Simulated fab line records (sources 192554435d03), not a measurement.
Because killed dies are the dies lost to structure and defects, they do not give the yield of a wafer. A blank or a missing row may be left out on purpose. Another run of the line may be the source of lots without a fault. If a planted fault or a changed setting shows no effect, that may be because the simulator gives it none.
Split-lot study / flow n5Finfet / 39 wafers read from 7 lots, route of 1938 steps

== ON THE SPLIT ==
At N5_BEOL_M12_TRENCH_ETCH_34 (etches SiOC in C4F8/O2/Ar, target depth 318.95 nm, time 125.5 s), the setting timeS was moved away from the recipe's 125.5 s on 18 of the 39 wafers read, by -39.4% to +48.7%. For the rest of the wafers, this setting stayed at what the recipe calls for.

== FROM THE SPLIT TO THE READING: what the file shows between them, 10 steps ==
- N5_BEOL_M12_STRIP_70: strips in C4F8/O2/Ar
- N5_BEOL_M12_OCD_MEAS_35
- N5_BEOL_M12_STRIP_37: strips in N2/H2
- N5_BEOL_M12_ETCH_38: etches SiCN in CF4/N2, target depth 68.7 nm, time 73.4 s
- N5_BEOL_M12_ECD_47: material Cu, target thk 720 nm
- N5_BEOL_M12_ANNEAL_48: time 90 s
- N5_BEOL_M12_CMP_49: polishes, stops on SiOC, t overpolish 20.6 s, target thk 320 nm
- N5_BEOL_M12_THK_MEAS_50: measures by xrf
- N5_BEOL_M12_PRE_CLEAN_52: time 15 s
- N5_BEOL_M12_DEP_53: deposits SiCN from 3MS/NH3, target thk 30 nm, time 10.5 s

== THE READING ==
M12_RS (ohm/sq), read at N5_BEOL_M12_RS_MEAS_54 with a four-point probe. Fault-free wafers of this fab line usually give 0.0594 ohm/sq, standard deviation 0.00087 ohm/sq.

wafer=L075.1; tool, chamber at the split=rieDiel-06, 2; timeS as run, s=166.3; against the recipe=+32.5%; M12_RS, ohm/sq=0.0453; against lot-mates on the recipe=-0.0139
wafer=L075.2; tool, chamber at the split=rieDiel-06, 0; timeS as run, s=125.5; against the recipe=recipe; M12_RS, ohm/sq=0.0601; against lot-mates on the recipe=-
wafer=L075.3; tool, chamber at the split=rieDiel-06, 1; timeS as run, s=166.3; against the recipe=+32.5%; M12_RS, ohm/sq=0.0440; against lot-mates on the recipe=-0.0152
wafer=L075.4; tool, chamber at the split=rieDiel-06, 3; timeS as run, s=125.5; against the recipe=recipe; M12_RS, ohm/sq=0.0590; against lot-mates on the recipe=-
wafer=L075.5; tool, chamber at the split=rieDiel-06, 0; timeS as run, s=166.3; against the recipe=+32.5%; M12_RS, ohm/sq=0.0449; against lot-mates on the recipe=-0.0143
wafer=L075.6; tool, chamber at the split=rieDiel-06, 3; timeS as run, s=125.5; against the recipe=recipe; M12_RS, ohm/sq=0.0584; against lot-mates on the recipe=-
wafer=L077.1; tool, chamber at the split=rieDiel-04, 1; timeS as run, s=125.5; against the recipe=recipe; M12_RS, ohm/sq=0.0592; against lot-mates on the recipe=-
wafer=L077.2; tool, chamber at the split=rieDiel-04, 0; timeS as run, s=172.2; against the recipe=+37.2%; M12_RS, ohm/sq=0.0436; against lot-mates on the recipe=-0.0153
wafer=L077.3; tool, chamber at the split=rieDiel-04, 2; timeS as run, s=172.2; against the recipe=+37.2%; M12_RS, ohm/sq=0.0427; against lot-mates on the recipe=-0.0162
wafer=L077.4; tool, chamber at the split=rieDiel-04, 2; timeS as run, s=125.5; against the recipe=recipe; M12_RS, ohm/sq=0.0581; against lot-mates on the recipe=-
wafer=L077.5; tool, chamber at the split=rieDiel-04, 0; timeS as run, s=172.2; against the recipe=+37.2%; M12_RS, ohm/sq=0.0434; against lot-mates on the recipe=-0.0155
wafer=L077.6; tool, chamber at the split=rieDiel-04, 1; timeS as run, s=125.5; against the recipe=recipe; M12_RS, ohm/sq=0.0595; against lot-mates on the recipe=-
wafer=L081.1; tool, chamber at the split=rieDiel-05, 1; timeS as run, s=76.09; against the recipe=-39.4%; M12_RS, ohm/sq=0.0990; against lot-mates on the recipe=+0.0391
wafer=L081.2; tool, chamber at the split=rieDiel-05, 2; timeS as run, s=125.5; against the recipe=recipe; M12_RS, ohm/sq=0.0602; against lot-mates on the recipe=-
wafer=L081.3; tool, chamber at the split=rieDiel-05, 0; timeS as run, s=125.5; against the recipe=recipe; M12_RS, ohm/sq=0.0603; against lot-mates on the recipe=-
wafer=L081.4; tool, chamber at the split=rieDiel-05, 2; timeS as run, s=125.5; against the recipe=recipe; M12_RS, ohm/sq=0.0591; against lot-mates on the recipe=-
wafer=L081.5; tool, chamber at the split=rieDiel-05, 1; timeS as run, s=76.09; against the recipe=-39.4%; M12_RS, ohm/sq=0.1006; against lot-mates on the recipe=+0.0407
wafer=L081.6; tool, chamber at the split=rieDiel-05, 0; timeS as run, s=76.09; against the recipe=-39.4%; M12_RS, ohm/sq=0.1018; against lot-mates on the recipe=+0.0419
wafer=L082.1; tool, chamber at the split=rieDiel-04, 2; timeS as run, s=125.5; against the recipe=recipe; M12_RS, ohm/sq=0.0576; against lot-mates on the recipe=-
wafer=L082.4; tool, chamber at the split=rieDiel-04, 0; timeS as run, s=125.5; against the recipe=recipe; M12_RS, ohm/sq=0.0603; against lot-mates on the recipe=-
wafer=L082.6; tool, chamber at the split=rieDiel-04, 1; timeS as run, s=125.5; against the recipe=recipe; M12_RS, ohm/sq=0.0589; against lot-mates on the recipe=-
wafer=L084.1; tool, chamber at the split=rieDiel-06, 1; timeS as run, s=91.98; against the recipe=-26.7%; M12_RS, ohm/sq=0.0819; against lot-mates on the recipe=+0.0218
wafer=L084.2; tool, chamber at the split=rieDiel-06, 2; timeS as run, s=125.5; against the recipe=recipe; M12_RS, ohm/sq=0.0603; against lot-mates on the recipe=-
wafer=L084.3; tool, chamber at the split=rieDiel-06, 3; timeS as run, s=125.5; against the recipe=recipe; M12_RS, ohm/sq=0.0592; against lot-mates on the recipe=-
wafer=L084.4; tool, chamber at the split=rieDiel-06, 1; timeS as run, s=91.98; against the recipe=-26.7%; M12_RS, ohm/sq=0.0817; against lot-mates on the recipe=+0.0216
wafer=L084.5; tool, chamber at the split=rieDiel-06, 2; timeS as run, s=125.5; against the recipe=recipe; M12_RS, ohm/sq=0.0608; against lot-mates on the recipe=-
wafer=L084.6; tool, chamber at the split=rieDiel-06, 3; timeS as run, s=91.98; against the recipe=-26.7%; M12_RS, ohm/sq=0.0828; against lot-mates on the recipe=+0.0227
wafer=L085.1; tool, chamber at the split=rieDiel-05, 1; timeS as run, s=186.6; against the recipe=+48.7%; M12_RS, ohm/sq=0.0389; against lot-mates on the recipe=-0.0195
wafer=L085.2; tool, chamber at the split=rieDiel-05, 2; timeS as run, s=125.5; against the recipe=recipe; M12_RS, ohm/sq=0.0589; against lot-mates on the recipe=-
wafer=L085.3; tool, chamber at the split=rieDiel-05, 3; timeS as run, s=125.5; against the recipe=recipe; M12_RS, ohm/sq=0.0582; against lot-mates on the recipe=-
wafer=L085.4; tool, chamber at the split=rieDiel-05, 0; timeS as run, s=186.6; against the recipe=+48.7%; M12_RS, ohm/sq=0.0403; against lot-mates on the recipe=-0.0181
wafer=L085.5; tool, chamber at the split=rieDiel-05, 0; timeS as run, s=186.6; against the recipe=+48.7%; M12_RS, ohm/sq=0.0399; against lot-mates on the recipe=-0.0185
wafer=L085.6; tool, chamber at the split=rieDiel-05, 3; timeS as run, s=125.5; against the recipe=recipe; M12_RS, ohm/sq=0.0581; against lot-mates on the recipe=-
wafer=L097.1; tool, chamber at the split=rieDiel-04, 3; timeS as run, s=85.7; against the recipe=-31.7%; M12_RS, ohm/sq=0.0870; against lot-mates on the recipe=+0.0270
wafer=L097.2; tool, chamber at the split=rieDiel-04, 1; timeS as run, s=125.5; against the recipe=recipe; M12_RS, ohm/sq=0.0586; against lot-mates on the recipe=-
wafer=L097.3; tool, chamber at the split=rieDiel-04, 2; timeS as run, s=125.5; against the recipe=recipe; M12_RS, ohm/sq=0.0605; against lot-mates on the recipe=-
wafer=L097.4; tool, chamber at the split=rieDiel-04, 0; timeS as run, s=85.7; against the recipe=-31.7%; M12_RS, ohm/sq=0.0891; against lot-mates on the recipe=+0.0291
wafer=L097.5; tool, chamber at the split=rieDiel-04, 2; timeS as run, s=125.5; against the recipe=recipe; M12_RS, ohm/sq=0.0608; against lot-mates on the recipe=-
wafer=L097.6; tool, chamber at the split=rieDiel-04, 1; timeS as run, s=85.7; against the recipe=-31.7%; M12_RS, ohm/sq=0.0867; against lot-mates on the recipe=+0.0267

FIT RESULTS
A straight line over all 39 wafers: M12_RS changes by -0.000649 ohm/sq for each +1% of timeS; r = -0.95; the points scatter about the line by 0.0054 ohm/sq.
The same after taking each lot's own level away (the mean of its wafers on the recipe; 39 wafers): -0.000633 ohm/sq for each +1%; r = -0.95; scatter 0.0054 ohm/sq.
The reading moves by 0.031 ohm/sq for the largest change in timeS, on that fit.
Measured against the standard deviation above, the lots' own levels, which go from 0.05840 to 0.06010 ohm/sq, span 2.0 times it.
Hence the lot-to-lot level has little effect on the slope; both slopes agree.
Check: -0.0276 ohm/sq against its lot-mates is what the line predicts for one of the wafers moved furthest among these (+48.7%) when that wafer is left out of the fit. Against them it came out at -0.0195 ohm/sq.

== ADDITIONAL SPLITS CARRIED BY THESE WAFERS ==
Note: prior to the reading, these wafers also went through further splits. Each is held against what the fit with the lots' levels taken away leaves over:
other split on the same wafers=N5_BEOL_M10_ILD_DEP_00 timeS; wafers away from the commonest value=15; r with M12_RS (lot level and that fit taken away)=+0.02

== THE WHOLE CHAIN: every reading that the file lists as answering this split, in the file's order ==
step=N5_BEOL_M12_TRENCH_ETCH_34; what it does=etches SiOC in C4F8/O2/Ar, target depth 318.95 nm, time 125.5 s; reading=etch.depthNm (the simulator's own value, which no gauge read); change (the file's fit)=+3.07 nm for each +1% of the setting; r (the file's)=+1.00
step=N5_BEOL_M12_OCD_MEAS_35; what it does=; reading=trenchDepthNm; change (the file's fit)=+3.07 nm for each +1% of the setting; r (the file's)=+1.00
step=N5_BEOL_M12_CMP_49; what it does=polishes, stops on SiOC, t overpolish 20.6 s, target thk 320 nm; reading=Cu_of_BEOL_M12_ECD_47.thkNm (the simulator's own value, which no gauge read); change (the file's fit)=+3.08 nm for each +1% of the setting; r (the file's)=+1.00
step=N5_BEOL_M12_THK_MEAS_50; what it does=measures by xrf; reading=M12_THK; change (the file's fit)=+3.04 for each +1% of the setting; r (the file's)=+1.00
step=N5_BEOL_M12_RS_MEAS_54; what it does=measures by four-point-probe; reading=M12_RS; change (the file's fit)=-0.000622 for each +1% of the setting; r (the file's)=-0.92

== FILE'S OWN FIT ==
M12_RS changes by -0.000622 ohm/sq for each +1% of timeS, r = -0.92.
